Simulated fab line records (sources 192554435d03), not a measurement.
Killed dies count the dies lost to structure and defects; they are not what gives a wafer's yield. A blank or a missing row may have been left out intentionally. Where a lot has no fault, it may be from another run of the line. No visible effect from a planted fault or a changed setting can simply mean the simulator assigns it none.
fab line records	flow n5Finfet	part 1 of 2: steps 1 to 5 of 6
record lots=9	wafers=26	lastDay=18
route steps=1938 shown SD_EPI_P@303 SD_ACTIVATION@330 SDB@347 BEOL_M4@1111 PASSIVATION@1936
lots untouched by any fault: they come from a run of this same line in which no faults occurred
startH: hours from the record's opening day to when the first of the lot's shown wafers began	waitH: how many hours have passed since the lot's step before this one	" repeats the value in the row above	L1.1+2: several wafers, shown together as one row	- value missing, or start not given	* or withheld: withheld	< > ~ a bound
route shown NAME@n: NAME is a module with steps in the file, n the number in the route of the first one	usual: mean and standard deviation over wafers with no fault	same: alike in all rows	chamber/n: place in a boat	sites: each site's reading	_std_site: standard deviation of those values	_edge_site: outer sites' mean less inner sites'	radiusMm: for every site, how far away it sits from the centre of the wafer	mask NAME#n: copy n	behind: the last tool/chamber to shape the wafer	hold: the reason the lot was held/the length of the hold in hours/how it ended	device: which transistor (n, p or np) failed to switch	end of line: the route-end tests of the same wafers	step lacking rows: just its recipe	killed: the dies lost at the first sort to structure and to defects; this is not the yield of the wafer	map: dies across one wafer; x = killed, . = not, _ = none there
set.NAME: the setting as run; set.NAME@STEP: as run at that earlier step	model.NAME: the simulator's own value behind a step, which no gauge read
a sample of lots followed through the steps of the route, with each step as a table and each wafer as a row
services: from which hour (startH, from the record's first day; less than 0 if before it) a tool's chamber was out of use, for how many hours, and why
## steps
# step N5_SD_EPI_P_CD_MEAS_09
# recipe targetCdNm=240	landingEnergyEv=500	detector=seInlens
# usual cdNm=239.9/1
# same landingEnergyEv=500
lot.wafer	tool	chamber	startH	waitH	cdNm
L387.3	cdSem-02	0	53.14	-	240.4
L387.5	"	0	"	"	240.6
L389.2	cdSem-01	0	64.91	-	240.0
L389.4	"	0	"	"	238.5
L389.5	"	0	"	"	238.8
L392.4	cdSem-03	0	85.66	-	240.4
L392.5	"	0	"	"	240.0
L392.6	"	0	"	"	240.0
L395.2	cdSem-03	0	104.06	-	240.6
L395.3	"	0	"	"	240.6
L395.4	"	0	"	"	239.7
L397.1	cdSem-01	0	115.77	-	240.5
L397.2	"	0	"	"	240.7
L397.3	"	0	"	"	240.4
L398.3	cdSem-01	0	126.86	-	237.9
L398.4	"	0	"	"	239.7
L398.6	"	0	"	"	238.7
L403.3	cdSem-03	0	153.31	-	240.1
L403.5	"	0	"	"	241.4
L403.6	"	0	"	"	243.0
L409.2	cdSem-02	0	190.70	-	240.8
L409.3	"	0	"	"	240.4
L409.5	"	0	"	"	240.6
L410.3	cdSem-01	0	193.59	-	239.9
L410.5	"	0	"	"	240.8
L410.6	"	0	"	"	240.2
# step N5_SD_EPI_P_ETCH_37
# recipe chemistry=N2/H2	target=SOC	overetchA=1080	maskMaterial=SiARC	tempC=40	ionEnergyEv=100	sourceW=3000	biasW=133	pressureMtorr=20	timeS=486	n2FlowSccm=200	h2FlowSccm=200	ends=endPoint
# usual drypumpMotorCurrentA=5.7/0.55	oesProductAu=0.73/0.068	rfVppV=241.4/1.6	showerheadPlenumPTorr=2.59/0.11	throttleValvePct=23.7/0.45
lot.wafer	tool	chamber	startH	waitH	drypumpMotorCurrentA	oesProductAu	rfHoursCounterH	rfVppV	showerheadPlenumPTorr	throttleValvePct
L387.3	rieDiel-05	3	53.32	0.0	5.3	0.82	21	240.3	2.62	23.8
L387.5	"	3	"	"	5.3	0.82	-	242.3	2.62	23.8
L389.2	rieDiel-04	3	65.25	0.0	5.1	0.75	52	240.2	2.46	23.2
L389.4	"	3	"	"	5.1	0.76	-	241.8	2.46	23.3
L389.5	"	2	"	"	6.7	0.72	-	239.9	2.44	23.8
L392.4	rieDiel-04	2	86.34	0.2	6.7	0.72	-	239.9	2.44	23.8
L392.5	"	3	"	"	5.1	0.75	-	240.1	2.46	23.3
L392.6	"	1	"	"	6.2	0.79	-	240.9	2.69	23.9
L395.2	rieDiel-03	2	104.23	0.0	5.7	0.81	30	241.8	2.70	23.8
L395.3	"	1	"	"	5.3	0.78	33	240.4	2.71	24.0
L395.4	"	0	"	"	6.1	0.61	257	241.1	2.49	24.1
L397.1	rieDiel-04	1	115.95	0.0	6.1	0.79	42	242.8	2.69	23.9
L397.2	"	3	"	"	5.1	0.74	68	240.7	2.46	23.3
L397.3	"	0	"	"	5.3	0.85	5	244.6	2.69	22.7
L398.3	rieDiel-04	3	127.07	0.0	5.1	0.74	70	240.3	2.46	23.3
L398.4	"	2	"	"	6.7	0.70	131	239.5	2.44	23.8
L398.6	"	0	"	"	5.3	0.84	-	242.6	2.69	22.7
L403.3	rieDiel-04	1	153.48	0.0	6.2	0.77	54	241.7	2.68	23.9
L403.5	"	3	"	"	5.1	0.74	-	238.6	2.46	23.3
L403.6	"	0	"	"	5.3	0.82	-	243.6	2.68	22.7
L409.2	rieDiel-04	0	190.88	0.0	5.3	0.79	28	243.8	2.68	22.7
L409.3	"	3	"	"	5.1	0.72	84	239.4	2.45	23.3
L409.5	"	0	"	"	5.4	0.79	-	242.0	2.68	22.7
L410.3	rieDiel-04	3	193.77	0.0	5.1	0.73	85	239.7	2.45	23.3
L410.5	"	1	"	"	6.1	0.75	-	242.0	2.68	23.9
L410.6	"	0	"	"	5.3	0.79	-	242.4	2.68	22.7
# step N5_SD_ACTIVATION_RTA_00
# recipe tempC=975	timeS=0	ambient=N2	idleTempC=600	rampUpCPerS=150	rampDownCPerS=60	coolToC=600
# usual lampPowerPct=8.96/0.049	lamp_zone_1_pct=8.950/0.028	lamp_zone_2_pct=8.948/0.028	lamp_zone_3_pct=8.951/0.026	lamp_zone_4_pct=8.952/0.024	lamp_zone_5_pct=8.953/0.026	lamp_zone_6_pct=8.874/0.027	lamp_zone_7_pct=9.350/0.029	wafer_temp_C_max=975.1/2
lot.wafer	tool	chamber	startH	waitH	lampPowerPct	lamp_zone_1_pct	lamp_zone_2_pct	lamp_zone_3_pct	lamp_zone_4_pct	lamp_zone_5_pct	lamp_zone_6_pct	lamp_zone_7_pct	wafer_temp_C_max
L387.3	rtpAnneal-01	0	58.00	0.2	9.00	8.944	8.963	8.958	8.952	8.956	8.887	9.295	977.1
L387.5	"	0	"	"	9.00	8.917	8.948	8.926	8.940	8.973	8.850	9.339	976.7
L389.2	rtpAnneal-02	0	68.96	0.1	8.91	8.950	8.918	8.969	8.931	8.966	8.860	9.353	976.4
L389.4	"	0	"	"	9.00	8.895	8.995	8.980	8.972	8.956	8.881	9.371	975.4
L389.5	"	0	"	"	9.01	8.914	9.015	8.968	8.919	8.917	8.834	9.352	971.8
L392.4	rtpAnneal-01	0	91.90	0.1	8.98	8.954	8.983	8.934	8.968	8.924	8.928	9.374	977.2
L392.5	"	0	"	"	9.05	8.979	8.950	8.950	8.949	8.903	8.877	9.304	977.9
L392.6	"	0	"	"	8.93	8.965	8.912	8.956	8.978	8.940	8.904	9.375	977.7
L395.2	rtpAnneal-02	0	108.04	0.2	9.35	9.348	9.334	9.329	9.299	9.267	9.251	9.709	970.9
L395.3	"	0	"	"	9.34	9.323	9.328	9.354	9.342	9.301	9.255	9.750	972.4
L395.4	"	0	"	"	9.35	9.311	9.304	9.338	9.317	9.320	9.269	9.750	972.3
L397.1	rtpAnneal-02	0	119.60	0.0	9.33	9.303	9.266	9.288	9.309	9.316	9.255	9.781	975.9
L397.2	"	0	"	"	9.39	9.324	9.319	9.341	9.298	9.380	9.222	9.691	973.9
L397.3	"	0	"	"	9.32	9.296	9.336	9.297	9.356	9.268	9.250	9.701	971.1
L398.3	rtpAnneal-01	0	132.75	0.1	8.95	8.912	8.911	8.988	8.993	8.937	8.887	9.353	976.5
L398.4	"	0	"	"	8.91	8.948	8.974	8.929	8.889	8.964	8.896	9.339	975.1
L398.6	"	0	"	"	8.90	8.943	8.934	9.023	8.967	8.920	8.845	9.374	969.2
L403.3	rtpAnneal-01	0	157.28	0.2	8.94	8.985	8.905	8.944	8.937	8.952	8.863	9.321	975.5
L403.5	"	0	"	"	8.97	8.929	8.934	8.961	8.985	8.938	8.848	9.381	975.6
L403.6	"	0	"	"	9.00	8.936	8.962	8.973	8.950	8.944	8.845	9.351	977.9
L409.2	rtpAnneal-01	0	194.58	0.1	8.93	8.950	8.925	8.972	8.938	8.982	8.846	9.343	974.1
L409.3	"	0	"	"	9.00	8.938	8.935	8.978	8.939	8.995	8.906	9.362	974.5
L409.5	"	0	"	"	8.98	8.970	8.975	8.990	8.932	8.970	8.839	9.362	977.7
L410.3	rtpAnneal-02	0	197.49	0.1	8.97	8.980	8.927	8.944	8.918	8.936	8.886	9.371	976.1
L410.5	"	0	"	"	8.96	8.965	8.978	8.905	8.985	8.942	8.892	9.305	972.9
L410.6	"	0	"	"	8.92	8.939	8.931	8.951	8.950	8.943	8.862	9.326	975.3
# step N5_SDB_HM_DEP_00
# recipe material=SiNx	targetThkA=400	tempC=400	precursor=SiH4/NH3/N2	pressureTorr=1.5	rfW=300	timeS=35.3
# usual heaterPowerW=776/92	showerheadPlenumPTorr=5.17/0.076	throttleValvePct=40.5/2.4
lot.wafer	tool	chamber	startH	waitH	heaterPowerW	showerheadPlenumPTorr	throttleValvePct
L387.3	pecvd-03	1	65.37	0.0	822	5.23	41.0
L387.5	"	2	"	"	722	5.14	43.5
L389.2	pecvd-03	1	76.13	0.0	832	5.25	41.1
L389.4	"	1	"	"	834	5.25	41.2
L389.5	"	0	"	"	603	5.12	39.1
L392.4	pecvd-01	1	100.00	0.1	667	5.06	42.9
L392.5	"	0	"	"	791	5.29	42.2
L392.6	"	2	"	"	846	5.23	36.2
L395.2	pecvd-01	0	115.03	0.0	888	5.28	42.5
L395.3	"	0	"	"	878	5.28	42.5
L395.4	"	2	"	"	810	5.21	36.6
L397.1	pecvd-02	1	126.93	0.0	856	5.09	41.7
L397.2	"	0	"	"	809	5.12	39.5
L397.3	"	2	"	"	687	5.13	36.9
L398.3	pecvd-01	2	139.83	0.0	820	5.22	36.4
L398.4	"	0	"	"	893	5.29	42.4
L398.6	"	1	"	"	772	5.05	42.8
L403.3	pecvd-01	0	164.85	0.0	857	5.28	42.4
L403.5	"	0	"	"	863	5.29	42.5
L403.6	"	2	"	"	807	5.22	36.4
L409.2	pecvd-03	1	202.00	0.0	845	5.26	41.3
L409.3	"	2	"	"	798	5.12	43.7
L409.5	"	1	"	"	846	5.25	40.8
L410.3	pecvd-03	1	204.50	0.1	882	5.25	41.0
L410.5	"	0	"	"	628	5.12	40.0
L410.6	"	1	"	"	886	5.24	40.9
# step N5_BEOL_M4_RC_MEAS_101
# usual DIBL_N=36.2/2.2	DIBL_P=36.1/2.8	IOFF_N=0.16/0.041	IOFF_N_85C=3.1/0.67	IOFF_N_LIN=0.075/0.015	IOFF_P=0.21/0.047	ION_N=676/16	ION_P=463/11	REXT_N=74.9/1.9	SS_N=71.6/0.78	SS_P=73.3/0.86	VT_N=249/3.8	VT_N_LVT=98/4	VT_P=-251/3.9
lot.wafer	tool	chamber	startH	waitH	DIBL_N[mV/V]	DIBL_P[mV/V]	IOFF_N[nA/um]	IOFF_N_85C[nA/um]	IOFF_N_LIN[nA/um]	IOFF_P[nA/um]	ION_N[uA/um]	ION_P[uA/um]	REXT_N[ohm.um]	SS_N[mV/dec]	SS_P[mV/dec]	VT_N[mV]	VT_N_LVT[mV]	VT_P[mV]
L387.3	prober-02	0	174.68	0.3	33.8	32.5	0.13	2.6	0.066	0.16	686	465	71.3	70.7	72.0	250	99	-256
L387.5	"	0	"	"	35.4	34.2	0.16	3.1	0.078	0.19	688	467	70.7	70.9	72.9	248	96	-251
L389.2	prober-02	0	196.50	0.2	36.2	35.8	0.18	3.5	0.085	0.24	684	471	70.7	71.6	73.8	245	95	-246
L389.4	"	0	"	"	35.3	35.2	0.15	3.0	0.070	0.22	675	465	71.9	71.0	73.2	252	99	-248
L389.5	"	0	"	"	36.0	35.4	0.15	3.1	0.071	0.23	666	466	71.3	71.3	73.2	254	100	-249
L392.4	prober-01	0	204.85	0.5	40.0	39.7	0.23	4.3	0.099	0.24	689	455	73.2	72.8	74.9	244	91	-251
L392.5	"	0	"	"	38.2	38.1	0.17	3.4	0.079	0.21	662	449	74.7	72.8	73.2	248	96	-254
L392.6	"	0	"	"	34.4	33.4	0.12	2.5	0.061	0.16	680	463	73.4	70.5	72.3	255	99	-255
L395.2	prober-01	0	223.12	0.2	47.2	41.3	0.47	7.8	0.176	0.36	757	497	67.4	73.3	74.2	234	83	-241
L395.3	"	0	"	"	45.4	38.6	0.36	6.3	0.130	0.30	719	479	66.7	74.1	73.4	238	88	-245
L395.4	"	0	"	"	43.8	35.2	0.29	5.2	0.113	0.22	722	477	66.1	72.8	72.8	240	89	-244
L397.1	prober-01	0	241.22	0.0	43.2	36.4	0.36	6.0	0.148	0.29	735	484	66.9	72.6	73.6	237	84	-243
L397.2	"	0	"	"	44.8	35.6	0.43	7.1	0.166	0.28	766	493	65.2	73.5	72.7	232	80	-244
L397.3	"	0	"	"	45.9	40.8	0.47	7.7	0.183	0.41	729	484	66.9	73.4	74.7	231	80	-240
L398.3	prober-01	0	243.53	0.3	37.2	36.5	0.19	3.7	0.088	0.20	695	472	73.7	71.7	73.8	246	93	-254
L398.4	"	0	"	"	34.2	34.1	0.13	2.7	0.066	0.17	646	446	77.2	70.3	72.6	250	99	-256
L398.6	"	0	"	"	35.3	36.3	0.16	3.1	0.076	0.21	665	454	77.8	71.2	73.6	247	96	-252
L403.3	prober-01	0	276.42	0.3	39.1	38.1	0.18	3.4	0.080	0.22	672	461	75.3	72.0	73.4	249	98	-253
L403.5	"	0	"	"	35.7	34.2	0.13	2.6	0.060	0.16	657	449	76.3	71.8	73.1	252	102	-256
L403.6	"	0	"	"	38.9	39.0	0.19	3.6	0.086	0.24	678	456	76.3	72.1	74.0	247	95	-252
L410.3	prober-01	0	313.13	0.3	35.8	38.1	0.15	2.9	0.070	0.23	661	461	76.5	70.6	74.0	250	100	-250
L410.5	"	0	"	"	40.4	42.0	0.26	4.7	0.111	0.31	701	482	72.9	72.5	75.7	242	91	-245
L410.6	"	0	"	"	31.0	31.3	0.08	1.8	0.043	0.13	647	449	76.9	69.6	71.7	260	110	-255
L409.2	prober-02	0	316.46	0.2	33.7	32.3	0.11	2.3	0.055	0.14	653	450	78.7	69.8	71.8	254	102	-255
L409.3	"	0	"	"	33.2	31.3	0.10	2.1	0.051	0.14	664	453	76.3	70.4	71.6	256	103	-258
L409.5	"	0	"	"	38.4	37.8	0.18	3.4	0.081	0.21	669	455	76.9	71.6	73.5	249	97	-254
## key
firstSign step=N5_SD_ACTIVATION_RTA_00	reading=lamp_zone_4_pct	direction=up	sigmas=15	usual=*	struck=*
effect step=N5_SD_ACTIVATION_RTA_00	reading=lamp_zone_3_pct	direction=up	sigmas=14	usual=*	struck=*
effect step=N5_BEOL_M4_RC_MEAS_101	reading=IOFF_N	direction=up	sigmas=5.8	usual=0.16	struck=0.40
effect step=N5_BEOL_M4_RC_MEAS_101	reading=IOFF_N_85C	direction=up	sigmas=5.2	usual=3.1	struck=6.7
effect step=N5_BEOL_M4_RC_MEAS_101	reading=IOFF_N_LIN	direction=up	sigmas=5.1	usual=0.075	struck=0.153
effect step=N5_BEOL_M4_RC_MEAS_101	reading=REXT_N	direction=down	sigmas=4.5	usual=74.9	struck=66.5
effect step=N5_BEOL_M4_RC_MEAS_101	reading=DIBL_N	direction=up	sigmas=3.9	usual=36.2	struck=45.0
effect step=N5_BEOL_M4_RC_MEAS_101	reading=ION_N	direction=up	sigmas=3.8	usual=676	struck=738
effect step=N5_BEOL_M4_RC_MEAS_101	reading=VT_N	direction=down	sigmas=3.7	usual=249	struck=235
effect step=N5_BEOL_M4_RC_MEAS_101	reading=VT_N_LVT	direction=down	sigmas=3.4	usual=98	struck=84
effect step=N5_BEOL_M4_RC_MEAS_101	reading=SS_N	direction=up	sigmas=2.2	usual=71.6	struck=73.3
effect step=N5_BEOL_M4_RC_MEAS_101	reading=ION_P	direction=up	sigmas=2.2	usual=463	struck=486
effect step=N5_BEOL_M4_RC_MEAS_101	reading=IOFF_P	direction=up	sigmas=2.1	usual=0.21	struck=0.31	wafersMoved=2
effect step=N5_BEOL_M4_RC_MEAS_101	reading=VT_P	direction=up	sigmas=2.1	usual=-251	struck=-243
effect step=N5_PASSIVATION_PROBE_49	reading=sort_bin_4_leakage	direction=up	sigmas=99+	usual=0.00	struck=14.80
metAt N5_SD_ACTIVATION_RTA_00
struckLots L395,L397
notActingAt N5_SD_EPI_P_CD_MEAS_09,N5_SD_EPI_P_ETCH_37,N5_SDB_HM_DEP_00
onsetBetween 68.96 108.04
fault kind=processParameterDrift	tool=rtpAnneal-02	chamber=-	onsetH=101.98	steps=N5_SD_ACTIVATION_RTA_00	channel=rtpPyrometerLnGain	offset=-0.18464	shape=step	endH=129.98
